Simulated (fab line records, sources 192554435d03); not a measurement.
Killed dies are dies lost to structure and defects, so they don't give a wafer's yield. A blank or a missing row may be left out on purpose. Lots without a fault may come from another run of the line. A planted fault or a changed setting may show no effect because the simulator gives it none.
Chamber matching | flow n5_finfet | N5_ILD0_CMP_12 on cmp-01: 4 sister chambers
The step polishes SiNx, stops on poly-Si, t overpolish 6 s, target thk 17.67 nm. 14 wafers are shown with their chamber, then 7 later ones without.

WAFERS WITH THEIR CHAMBER
wafer  | chamber | motor_current_A (A) | time_to_endpoint_s (s) | retaining_ring_pressure_frac
L076.1 | 1       | 10.1                | 27.8                   | 0.995
L076.2 | 3       | 9.2                 | 33.3                   | 1.001
L076.5 | 2       | 9.1                 | 27.3                   | 0.998
L078.1 | 1       | 9.9                 | 29.8                   | 1.000
L078.4 | 2       | 8.7                 | 24.4                   | 0.994
L078.6 | 1       | 10.0                | 29.4                   | 0.995
L079.2 | 2       | 8.9                 | 28.1                   | 1.003
L079.3 | 1       | 9.8                 | 29.8                   | 1.002
L079.4 | 3       | 9.3                 | 32.2                   | 1.005
L082.1 | 1       | 9.8                 | 29.1                   | 0.996
L082.5 | 2       | 9.0                 | 27.8                   | 0.996
L082.6 | 1       | 9.6                 | 29.4                   | 0.994
L086.3 | 2       | 8.9                 | 25.5                   | 1.001
L086.4 | 0       | 9.3                 | 31.5                   | 0.993

SIGNATURES (means of the wafers above)
reading                      | chamber 0 | chamber 1 | chamber 2 | chamber 3 | scatter within a chamber
motor_current_A              | 9.300     | 9.867     | 8.920     | 9.250     | 0.157
time_to_endpoint_s           | 31.500    | 29.217    | 26.620    | 32.750    | 1.17
retaining_ring_pressure_frac | 0.99300   | 0.99700   | 0.99840   | 1.00300   | 0.00336
Rule: a wafer's distance from a chamber is the root of the sum, over the readings, of the square of ((its reading less the chamber's mean) divided by the reading's scatter). The wafer belongs to the nearest chamber; if the next one is less than 2 further off, it can't be placed. The scatter: the root of (the sum of the squares of (reading less its chamber's mean) over the shown wafers, divided by (wafers less chambers)).

WAFERS WITHOUT THEIR CHAMBER
wafer  | motor_current_A (A) | time_to_endpoint_s (s) | retaining_ring_pressure_frac
L086.5 | 8.9                 | 26.5                   | 1.001
L087.1 | 8.8                 | 27.9                   | 0.998
L087.4 | 9.3                 | 33.1                   | 0.993
L087.5 | 9.6                 | 31.6                   | 1.003
L096.2 | 9.0                 | 28.4                   | 0.995
L096.4 | 8.8                 | 31.6                   | 0.993
L096.6 | 8.6                 | 25.9                   | 0.995

WHICH CHAMBER EACH WENT THROUGH
wafer  | from the rows above          | in truth
L086.5 | 2                            | 2
L087.1 | 2                            | 2
L087.4 | can't be placed: 0 or 3      | 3
L087.5 | can't be placed: 3 or 1 or 0 | 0
L096.2 | can't be placed: 2 or 0      | 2
L096.4 | can't be placed: 0 or 3 or 2 | 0
L096.6 | 2                            | 2
Placed correctly: 3 of 7. Can't be placed from these rows: 4 (the true chamber is among the candidates in 4). Placed wrongly: 0.
